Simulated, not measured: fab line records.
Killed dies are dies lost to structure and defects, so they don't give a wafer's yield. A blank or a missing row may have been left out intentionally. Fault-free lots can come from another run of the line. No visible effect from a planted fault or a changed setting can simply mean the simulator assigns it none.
fab line records	flow n5_finfet
[record] lots = 6	wafers = 18	last_day = 17
route steps=1938 shown PMOS_HMC_CHANNEL_EPI@61 BEOL_M4@1111
lots with no fault: from the same line, run without faults
start_h: hours from the record's opening day to when the first of the lot's shown wafers began	wait_h: hours elapsed since this lot's preceding step	" the same as in the row above	L1.1+2: a row that stands for several wafers	- no value, or no start given	* or withheld: withheld	< > ~ a bound
route shown NAME@n: a module of which the file shows steps, and the number in the route of the first	usual: mean/standard deviation taken from wafers without a fault	same: alike in all rows	chamber/n: place in a boat	sites: per-site readings	_std_site: their standard deviation	_edge_site: inner sites' mean taken away from outer sites' mean	radius_mm: how far each site lies from the wafer's centre	mask NAME#n: copy n	behind: tool/chamber where the wafer was last shaped	hold: why the lot was held/for how many hours/how that ended	device: whichever transistor did not switch (one of n, p or np)	end of line: tests of these same wafers at the route's end	a step with no rows: only its recipe	killed: at the first sort, the dies lost to defects and structure; wafer yield is something else	map: a wafer's dies, marking killed ones x, the rest . and places with no die _
set.NAME: the setting that was run; set.NAME@STEP: the one run at that earlier step	model.NAME: the simulator's own value behind a step, which no gauge read
lots seen at some steps along the route; tables by step, rows by wafer
services: when a tool's chamber went out of use (start_h, in hours from the record's first day, below 0 if earlier), for how many hours, and the reason
[[steps]]
[step N5_PMOS_HMC_CHANNEL_EPI_SOFTBAKE_04]
[recipe] temp_c = 110	time_s = 60	resist = CAR-ArF-block
[step N5_PMOS_HMC_CHANNEL_EPI_EXPOSE_06]
[recipe] mask_id = PMOS_HMC_BLK	na = 1.35	source_shape = conventional	sigma_outer = 0.8	polarization = unpolarized	target_cd_nm = 240	dose_mj = 41
[step N5_PMOS_HMC_CHANNEL_EPI_PEB_07]
[recipe] peb_temp_c = 110	peb_time_s = 60	resist = CAR-ArF-block
[step N5_PMOS_HMC_CHANNEL_EPI_DEVELOP_08]
[recipe] develop_time_s = 30	developer = TMAH	resist = CAR-ArF-block	dev_temp_c = 23	rinse_liquid = diw	dry = air_spin
[step N5_PMOS_HMC_CHANNEL_EPI_CD_MEAS_09]
[recipe] target_cd_nm = 237.4	landing_energy_ev = 500	detector = se_inlens
[usual] cd_nm = 238.2/0.86
lot.wafer	tool	chamber	start_h	wait_h	cd_nm
L873.1	cd_sem-01	0	71.40	-	236.3
L873.3	"	0	"	"	237.6
L873.4	"	0	"	"	237.0
L874.1	cd_sem-02	0	77.12	-	239.1
L874.2	"	0	"	"	238.2
L874.4	"	0	"	"	238.3
L877.1	cd_sem-01	0	95.55	-	237.9
L877.4	"	0	"	"	238.8
L877.5	"	0	"	"	237.7
L880.4	cd_sem-02	0	113.29	-	238.3
L880.5	"	0	"	"	237.7
L880.6	"	0	"	"	238.5
L881.1	cd_sem-02	0	119.20	-	238.9
L881.3	"	0	"	"	239.0
L881.6	"	0	"	"	237.8
L884.3	cd_sem-02	0	137.24	-	237.6
L884.4	"	0	"	"	237.6
L884.6	"	0	"	"	237.5
[step N5_PMOS_HMC_CHANNEL_EPI_OVL_MEAS_10]
[recipe] points_per_wafer = 44
[usual] PMOS_HMC_BLK_OVL = 0.1/0.6
lot.wafer	tool	chamber	start_h	wait_h	PMOS_HMC_BLK_OVL[nm]
L873.1	overlay-01	0	71.43	0.0	0.1
L873.3	"	0	"	"	0.3
L873.4	"	0	"	"	0.4
L874.1	overlay-02	0	77.15	0.0	0.6
L874.2	"	0	"	"	-0.5
L874.4	"	0	"	"	-0.8
L877.1	overlay-01	0	95.58	0.0	-0.4
L877.4	"	0	"	"	0.4
L877.5	"	0	"	"	0.8
L880.4	overlay-02	0	113.32	0.0	-0.3
L880.5	"	0	"	"	-0.4
L880.6	"	0	"	"	-1.0
L881.1	overlay-02	0	119.23	0.0	0.8
L881.3	"	0	"	"	0.2
L881.6	"	0	"	"	0.9
L884.3	overlay-02	0	137.27	0.0	-0.3
L884.4	"	0	"	"	-0.7
L884.6	"	0	"	"	0.3
[step N5_PMOS_HMC_CHANNEL_EPI_INSPECT_11]
[recipe] mode = adi	inspect_instrument = macro
[usual] raw_defect_count = 2.1/1.5
lot.wafer	tool	chamber	start_h	wait_h	raw_defect_count
L873.1	defect_inspect-02	-	71.46	0.0	2
L873.3	"	-	"	"	5
L873.4	"	-	"	"	3
L874.1	defect_inspect-02	-	77.17	0.0	3
L874.2	"	-	"	"	0
L874.4	"	-	"	"	0
L877.1	defect_inspect-01	-	95.61	0.0	3
L877.4	"	-	"	"	0
L877.5	"	-	"	"	4
L880.4	defect_inspect-01	-	113.34	0.0	3
L880.5	"	-	"	"	3
L880.6	"	-	"	"	2
L881.1	defect_inspect-01	-	119.26	0.0	1
L881.3	"	-	"	"	3
L881.6	"	-	"	"	1
L884.3	defect_inspect-02	-	137.29	0.0	5
L884.4	"	-	"	"	2
L884.6	"	-	"	"	1
[step N5_PMOS_HMC_CHANNEL_EPI_DESCUM_14]
[recipe] chemistry = O2	time_s = 7.9	source_power_w = 50	bias_power_w = 20	pressure_mtorr = 20	rf_frequency_hz = 2.712e+07	temp_c = 40	resist = CAR-ArF-block	o2_flow_sccm = 225
[usual] bias_power_w = 20.00/0.06	drypump_motor_current_A = 5.8/0.37	oes_product_au = 0.78/0.068	rf_vpp_V = 243.5/1.4	showerhead_plenum_p_Torr = 2.12/0.071	throttle_valve_pct = 20.45/0.19
lot.wafer	tool	chamber	start_h	wait_h	bias_power_w	drypump_motor_current_A	oes_product_au	rf_hours_counter_h	rf_vpp_V	showerhead_plenum_p_Torr	throttle_valve_pct
L873.1	rie_diel-02	3	71.49	0.0	19.95	5.9	0.73	162	241.5	2.01	20.45
L873.3	"	1	"	"	19.99	6.2	0.74	165	243.6	2.18	20.44
L873.4	"	0	"	"	20.01	5.7	0.77	125	242.7	2.10	20.25
L874.1	rie_diel-05	1	77.20	0.0	20.04	5.7	0.74	146	243.2	2.01	20.85
L874.2	"	2	"	"	19.92	5.6	0.75	182	245.4	2.16	20.31
L874.4	"	0	"	"	19.92	5.8	0.87	45	244.4	2.21	20.35
L877.1	rie_diel-05	0	95.66	0.1	20.01	5.8	0.87	50	246.3	2.20	20.36
L877.4	"	3	"	"	20.02	5.6	0.74	193	243.9	2.18	20.54
L877.5	"	0	"	"	19.94	5.9	0.86	-	243.5	2.20	20.38
L880.4	rie_diel-05	0	113.72	0.4	20.10	5.9	0.86	55	244.6	2.20	20.38
L880.5	"	0	"	"	20.05	5.9	0.85	-	244.4	2.20	20.38
L880.6	"	3	"	"	20.03	5.6	0.73	-	243.5	2.18	20.54
L881.1	rie_diel-05	0	119.51	0.2	19.89	5.9	0.86	56	244.9	2.20	20.37
L881.3	"	3	"	"	20.06	5.6	0.73	199	244.1	2.17	20.53
L881.6	"	2	"	"	20.02	5.6	0.73	-	244.5	2.16	20.32
L884.3	rie_diel-05	3	137.62	0.3	20.04	5.6	0.72	204	243.7	2.17	20.54
L884.4	"	1	"	"	19.98	5.7	0.72	161	241.2	2.01	20.85
L884.6	"	3	"	"	20.04	5.6	0.72	-	242.9	2.17	20.55
[step N5_PMOS_HMC_CHANNEL_EPI_ETCH_32]
[recipe] chemistry = N2/H2	target = BARC	stop_on = SiO2	target_depth_a = 858	over_etch_frac = 0.3	time_s = 50.3	ion_energy_ev = 200	mask_material = CAR-ArF-block	pressure_mtorr = 30	source_w = 840	bias_w = 150	n2_flow_sccm = 200	h2_flow_sccm = 200
[usual] bias_w = 150.0/0.43	chamber_pressure_mTorr = 30.00/0.031	drypump_motor_current_A = 5.8/0.38	oes_product_au = 0.66/0.055	rf_vpp_V = 524.8/2.8	showerhead_plenum_p_Torr = 2.57/0.092	throttle_valve_pct = 17.89/0.18
lot.wafer	tool	chamber	start_h	wait_h	bias_w	chamber_pressure_mTorr	drypump_motor_current_A	oes_product_au	rf_hours_counter_h	rf_vpp_V	showerhead_plenum_p_Torr	throttle_valve_pct
L873.1	rie_diel-02	3	71.53	0.0	150.4	30.01	5.9	0.62	162	519.7	2.45	18.02
L873.3	"	1	"	"	150.2	30.01	6.2	0.64	165	528.2	2.61	17.64
L873.4	"	0	"	"	150.3	30.00	5.7	0.65	125	524.9	2.55	17.69
L874.1	rie_diel-05	1	77.24	0.0	150.5	30.01	5.7	0.64	146	520.7	2.43	18.28
L874.2	"	2	"	"	150.1	29.98	5.7	0.64	182	527.1	2.63	17.79
L874.4	"	0	"	"	149.5	30.03	5.9	0.74	45	527.1	2.69	17.71
L877.1	rie_diel-05	0	95.70	0.0	149.2	30.03	5.9	0.75	50	528.6	2.69	17.73
L877.4	"	3	"	"	149.6	29.99	5.6	0.62	193	524.9	2.64	17.98
L877.5	"	0	"	"	149.2	29.96	5.9	0.75	-	527.5	2.68	17.73
L880.4	rie_diel-05	0	113.75	0.0	149.7	29.99	5.9	0.73	55	528.2	2.68	17.74
L880.5	"	0	"	"	150.1	29.98	5.9	0.74	-	529.3	2.68	17.74
L880.6	"	3	"	"	149.8	30.00	5.7	0.61	-	526.8	2.64	17.98
L881.1	rie_diel-05	0	119.54	0.0	149.9	30.01	5.9	0.73	56	528.1	2.68	17.73
L881.3	"	3	"	"	150.8	29.98	5.6	0.62	199	524.3	2.64	17.97
L881.6	"	2	"	"	150.2	30.01	5.6	0.63	-	527.4	2.63	17.81
L884.3	rie_diel-05	3	137.65	0.0	150.1	29.97	5.6	0.62	204	525.9	2.64	17.98
L884.4	"	1	"	"	150.6	29.99	5.7	0.63	161	521.1	2.42	18.30
L884.6	"	3	"	"	150.2	29.97	5.6	0.62	-	526.6	2.64	17.98
[step N5_PMOS_HMC_CHANNEL_EPI_HM_OPEN_15]
[recipe] chemistry = CHF3/O2	target = SiO2	mask_material = CAR-ArF-block	target_depth_a = 406	CHF3_flow_sccm = 50	O2_flow_sccm = 5	Ar_flow_sccm = 200	time_s = 20.3	pressure_mtorr = 30	source_w = 650	bias_w = 170	ion_energy_ev = 200
[usual] drypump_motor_current_A = 5.8/0.37	oes_ar_750_au = 0.77/0.063	oes_product_au = 0.77/0.068	rf_vpp_V = 528/11	showerhead_plenum_p_Torr = 2.44/0.086	throttle_valve_pct = 18.93/0.17
lot.wafer	tool	chamber	start_h	wait_h	drypump_motor_current_A	oes_ar_750_au	oes_product_au	rf_hours_counter_h	rf_vpp_V	showerhead_plenum_p_Torr	throttle_valve_pct
L873.1	rie_diel-02	3	71.57	0.0	5.9	0.73	0.72	162	521	2.30	18.88
L873.3	"	1	"	"	6.1	0.75	0.75	165	524	2.50	18.90
L873.4	"	0	"	"	5.7	0.78	0.77	125	523	2.42	18.72
L874.1	rie_diel-05	1	77.28	0.0	5.7	0.74	0.74	146	533	2.33	19.32
L874.2	"	2	"	"	5.6	0.74	0.72	182	507	2.51	18.91
L874.4	"	0	"	"	5.9	0.87	0.89	45	547	2.55	18.88
L877.1	rie_diel-05	0	95.74	0.0	5.9	0.87	0.87	50	547	2.54	18.88
L877.4	"	3	"	"	5.6	0.73	0.72	193	529	2.50	18.97
L877.5	"	0	"	"	5.9	0.88	0.87	-	546	2.54	18.89
L880.4	rie_diel-05	0	113.79	0.0	5.9	0.87	0.87	55	548	2.54	18.91
L880.5	"	0	"	"	5.9	0.87	0.87	-	548	2.54	18.89
L880.6	"	3	"	"	5.6	0.72	0.73	-	530	2.50	18.98
L881.1	rie_diel-05	0	119.58	0.0	5.9	0.86	0.86	56	546	2.54	18.88
L881.3	"	3	"	"	5.6	0.72	0.73	199	532	2.50	19.00
L881.6	"	2	"	"	5.6	0.74	0.72	-	508	2.50	18.94
L884.3	rie_diel-05	3	137.69	0.0	5.6	0.72	0.71	204	530	2.50	19.00
L884.4	"	1	"	"	5.7	0.73	0.73	161	532	2.32	19.34
L884.6	"	3	"	"	5.6	0.71	0.72	-	531	2.50	19.01
[step N5_PMOS_HMC_CHANNEL_EPI_STRIP_33]
[recipe] chemistry = N2/H2	power_w = 500	temp_c = 40	pressure_mtorr = 50	rf_frequency_hz = 6e+07	overash_fraction = 0.3	bias_power_w = 8	h2_frac = 0.5	n2_flow_sccm = 300	h2_flow_sccm = 300
[usual] bias_power_w = 7.998/0.024	drypump_motor_current_A = 5.8/0.38	oes_product_au = 0.78/0.068	rf_vpp_V = 54.4/1.8	showerhead_plenum_p_Torr = 3.39/0.12	throttle_valve_pct = 18.9/0.37
lot.wafer	tool	chamber	start_h	wait_h	bias_power_w	drypump_motor_current_A	oes_product_au	rf_hours_counter_h	rf_vpp_V	showerhead_plenum_p_Torr	throttle_valve_pct
L873.1	rie_diel-02	3	71.62	0.0	8.004	5.9	0.73	162	52.6	3.24	19.2
L873.3	"	1	"	"	7.982	6.2	0.74	165	53.7	3.45	18.4
L873.4	"	0	"	"	7.972	5.8	0.77	125	54.2	3.36	18.9
L874.1	rie_diel-05	1	77.34	0.0	7.989	5.8	0.75	146	52.9	3.22	19.7
L874.2	"	2	"	"	8.020	5.6	0.75	182	52.2	3.48	18.6
L874.4	"	0	"	"	7.994	5.9	0.87	45	58.0	3.54	18.5
L877.1	rie_diel-05	0	95.80	0.0	7.980	5.9	0.87	50	54.2	3.54	18.5
L877.4	"	3	"	"	7.951	5.6	0.73	193	55.2	3.49	18.9
L877.5	"	0	"	"	8.016	5.9	0.86	-	55.7	3.54	18.5
L880.4	rie_diel-05	0	113.85	0.0	7.993	5.9	0.86	55	53.8	3.54	18.6
L880.5	"	0	"	"	8.007	5.9	0.87	-	55.8	3.54	18.5
L880.6	"	3	"	"	8.033	5.6	0.74	-	56.7	3.48	19.0
L881.1	rie_diel-05	0	119.64	0.0	7.993	5.9	0.85	56	54.3	3.54	18.6
L881.3	"	3	"	"	8.026	5.6	0.73	199	53.5	3.48	18.9
L881.6	"	2	"	"	7.998	5.6	0.74	-	56.9	3.47	18.7
L884.3	rie_diel-05	3	137.75	0.0	7.952	5.6	0.72	204	56.4	3.48	19.0
L884.4	"	1	"	"	8.017	5.7	0.73	161	52.2	3.21	19.7
L884.6	"	3	"	"	8.005	5.6	0.71	-	55.6	3.48	18.9
[step N5_PMOS_HMC_CHANNEL_EPI_STRIP_17]
[recipe] chemistry = SPM	time_s = 750	temp_c = 130	h2so4_h2o2_vol_ratio = 4	dry = ipa_marangoni
[step N5_PMOS_HMC_CHANNEL_EPI_ETCH_38]
[recipe] chemistry = CF4	target = SiO2	target_depth_a = 15	ion_energy_ev = 350	pressure_mtorr = 10	icp_w = 800	bias_w = 400	cf4_flow_sccm = 80
[usual] bias_w = 400.0/1.2	cf4_flow_sccm = 79.97/0.24	drypump_motor_current_A = 5.9/0.55	oes_product_au = 1.000/0.02	throttle_valve_pct = 21.67/0.23
lot.wafer	tool	chamber	start_h	wait_h	bias_w	cf4_flow_sccm	drypump_motor_current_A	oes_product_au	rf_hours_counter_h	throttle_valve_pct	model.SiO2_of_PMOS_HMC_CHANNEL_EPI_HM_DEP_34.thk_nm
L873.1	rie_si-01	1	72.13	0.0	-	-	-	-	-	-	35.96
L873.3	"	2	"	"	-	-	-	-	-	-	36.34
L873.4	"	3	"	"	-	-	-	-	-	-	36.45
L874.1	rie_si-01	3	77.64	0.0	-	-	-	-	-	-	36.69
L874.2	"	2	"	"	-	-	-	-	-	-	36.49
L874.4	"	0	"	"	-	-	-	-	-	-	35.94
L877.1	rie_si-05	3	96.12	0.0	399.7	80.22	5.4	0.985	113	22.00	34.69
L877.4	"	2	"	"	399.6	80.40	6.8	0.986	169	21.74	34.34
L877.5	"	3	"	"	400.3	80.05	5.5	0.979	-	22.02	35.44
L880.4	rie_si-01	0	114.17	0.0	400.0	79.79	5.6	1.034	123	21.87	35
L880.5	"	1	"	"	398.7	80.29	5.8	0.969	-	21.57	35.09
L880.6	"	0	"	"	400.4	79.96	5.6	1.022	-	21.89	35.08
L881.1	rie_si-05	1	119.96	0.0	399.6	79.82	5.6	1.005	190	21.55	34.57
L881.3	"	0	"	"	400.5	80.24	6.7	1.025	14	21.42	34.86
L881.6	"	2	"	"	399.7	79.71	6.8	0.979	-	21.73	35.28
L884.3	rie_si-06	1	138.27	0.0	401.3	79.61	4.9	1.024	173	21.93	34.83
L884.4	"	3	"	"	399.4	80.14	5.5	1.003	66	21.59	35.35
L884.6	"	1	"	"	400.4	80.00	4.9	1.027	-	21.94	35
[step N5_PMOS_HMC_CHANNEL_EPI_FIN_RECESS_16]
[recipe] chemistry = HBr/Cl2	target = Si	mask_material = SiO2	target_depth_a = 540	time_s = 18	pressure_mtorr = 10	icp_w = 800	bias_w = 75	HBr_flow_sccm = 150	Cl2_flow_sccm = 80
[usual] drypump_motor_current_A = 5.9/0.55	oes_product_au = 1.003/0.017	throttle_valve_pct = 35.3/0.42
lot.wafer	tool	chamber	start_h	wait_h	drypump_motor_current_A	oes_product_au	rf_hours_counter_h	throttle_valve_pct
L873.1	rie_si-01	1	72.15	0.0	5.8	0.967	190	35.3
L873.3	"	2	"	"	5.5	1.000	68	34.5
L873.4	"	3	"	"	6.6	1.011	160	35.0
L874.1	rie_si-01	3	77.66	0.0	6.6	1.026	160	35.0
L874.2	"	2	"	"	5.5	1.015	68	34.5
L874.4	"	0	"	"	5.7	1.028	123	35.6
L877.1	rie_si-05	3	96.14	0.0	5.5	0.995	113	35.8
L877.4	"	2	"	"	6.8	0.997	169	35.3
L877.5	"	3	"	"	5.5	0.986	-	35.8
L880.4	rie_si-01	0	114.19	0.0	5.7	1.023	123	35.6
L880.5	"	1	"	"	5.8	0.964	-	35.3
L880.6	"	0	"	"	5.7	1.028	-	35.6
L881.1	rie_si-05	1	119.98	0.0	5.5	1.003	190	34.9
L881.3	"	0	"	"	6.7	1.033	14	34.8
L881.6	"	2	"	"	6.8	0.999	-	35.3
L884.3	rie_si-06	1	138.29	0.0	4.9	1.012	173	35.7
L884.4	"	3	"	"	5.5	1.007	66	35.6
L884.6	"	1	"	"	4.9	1.018	-	35.7
[step N5_PMOS_HMC_CHANNEL_EPI_PRECLEAN_36]
[recipe] chemistry = O3/DIW	time_s = 45	temp_c = 22	o3_ppm = 10
[step N5_PMOS_HMC_CHANNEL_EPI_PRECLEAN_18]
[recipe] chemistry = DHF	time_s = 30	temp_c = 25	dilution = withheld
lot.wafer	tool	chamber	start_h	wait_h	model.SiO2_of_PMOS_HMC_CHANNEL_EPI_HM_DEP_34.thk_nm
L873.1	wet_bench-01	7	72.27	0.0	26.41
L873.3	"	2	"	"	26.77
L873.4	"	1	"	"	26.75
L874.1	wet_bench-02	5	77.79	0.0	26.97
L874.2	"	1	"	"	26.91
L874.4	"	0	"	"	26.3
L877.1	wet_bench-03	5	96.25	0.0	25.06
L877.4	"	3	"	"	24.59
L877.5	"	6	"	"	25.79
L880.4	wet_bench-02	1	114.31	0.0	25.25
L880.5	"	3	"	"	25.49
L880.6	"	0	"	"	25.28
L881.1	wet_bench-03	1	120.10	0.0	24.82
L881.3	"	5	"	"	25.06
L881.6	"	4	"	"	25.48
L884.3	wet_bench-01	2	138.40	0.0	25.06
L884.4	"	1	"	"	25.79
L884.6	"	7	"	"	25.21
[step N5_PMOS_HMC_CHANNEL_EPI_SRD_19]
[recipe] dry = ipa_marangoni	do_ppb = 5	time_s = 30	temp_c = 23	rinse_liquid = diw
[step N5_BEOL_M4_RC_MEAS_101]
[usual] DIBL_N = 36.0/1.6	DIBL_P = 36.1/2	IOFF_N = 0.160/0.029	IOFF_P = 0.21/0.039	ION_N = 675/13	ION_P = 464/8.8	SS_N = 71.5/0.58	SS_P = 73.3/0.65	VT_N = 250/3.3	VT_P = -249/3.6
lot.wafer	tool	chamber	start_h	wait_h	DIBL_N[mV/V]	DIBL_P[mV/V]	IOFF_N[nA/um]	IOFF_P[nA/um]	ION_N[uA/um]	ION_P[uA/um]	SS_N[mV/dec]	SS_P[mV/dec]	VT_N[mV]	VT_P[mV]
L873.1	prober-02	0	220.01	0.0	36.2	34.9	0.161	0.21	669	460	71.2	73.3	250	-247
L873.3	"	0	"	"	38.6	37.5	0.207	0.25	681	456	72.4	73.8	246	-248
L873.4	"	0	"	"	39.3	39.8	0.235	0.27	705	476	72.2	74.7	241	-248
L874.1	prober-02	0	234.40	0.0	36.5	37.7	0.167	0.27	673	470	71.8	73.6	246	-244
L874.2	"	0	"	"	39.1	39.4	0.227	0.29	681	466	73.4	73.5	244	-244
L874.4	"	0	"	"	37.2	39.1	0.185	0.30	689	479	71.9	73.8	244	-243
L877.1	prober-01	0	238.30	0.0	34.3	33.0	0.147	0.19	674	464	71.0	73.0	250	-248
L877.4	"	0	"	"	37.4	37.6	0.204	0.28	685	472	72.0	73.3	246	-245
L877.5	"	0	"	"	35.2	35.4	0.157	0.21	670	460	70.6	73.1	247	-248
L881.1	prober-01	0	268.08	0.0	35.8	36.9	0.169	0.20	693	470	71.8	73.4	248	-249
L881.3	"	0	"	"	36.0	37.0	0.182	0.21	694	475	71.1	73.8	245	-248
L881.6	"	0	"	"	36.5	38.0	0.188	0.21	694	474	71.4	73.8	247	-248
L880.4	prober-02	0	268.35	0.5	35.2	36.3	0.154	0.23	669	466	72.0	73.8	249	-247
L880.5	"	0	"	"	33.2	33.6	0.123	0.19	671	468	70.5	72.8	252	-247
L880.6	"	0	"	"	37.5	38.1	0.183	0.24	667	463	71.9	73.9	249	-249
L884.3	prober-02	0	301.42	0.3	38.4	37.8	0.198	0.25	692	474	72.1	73.9	246	-244
L884.4	"	0	"	"	35.6	35.3	0.143	0.20	681	472	71.6	72.9	248	-249
L884.6	"	0	"	"	35.1	34.4	0.130	0.19	670	458	71.2	72.2	253	-249
[[services]]
tool	chamber	start_h	hours	kind
rie_diel-05	1	91.99	2.6	repair
rie_diel-02	1	92.88	3.0	repair
rie_si-06	0	108.51	9.8	repair
rie_diel-02	1	113.71	14.4	repair
rie_si-05	0	115.69	2.7	repair
[[key]]
[first_sign] step = N5_PMOS_HMC_CHANNEL_EPI_ETCH_38	reading = tool_record	direction = missing
effect none on later readings
[model_effect] step = N5_PMOS_HMC_CHANNEL_EPI_ETCH_38	value = SiO2_of_PMOS_HMC_CHANNEL_EPI_HM_DEP_34.thk_nm	without = 34.82	struck = 36.31
[model_effect] step = N5_PMOS_HMC_CHANNEL_EPI_PRECLEAN_18	value = SiO2_of_PMOS_HMC_CHANNEL_EPI_HM_DEP_34.thk_nm	without = 25.2	struck = 26.69
met_at N5_PMOS_HMC_CHANNEL_EPI_ETCH_38
struck_wafers L873.1,L873.3,L873.4,L874.1,L874.2,L874.4
[baseline_loss] step = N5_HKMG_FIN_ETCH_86	wafers = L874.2
[fault] kind = skipped_step_whole	tool = rie_si-01	chamber = -	onset_h = 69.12	steps = N5_PMOS_HMC_CHANNEL_EPI_ETCH_38	scope = struck_lots_only
// baseline_loss: these wafers lose ten dies or more at that step, a loss of the line's own and not of a fault; the sort's usual values leave them out
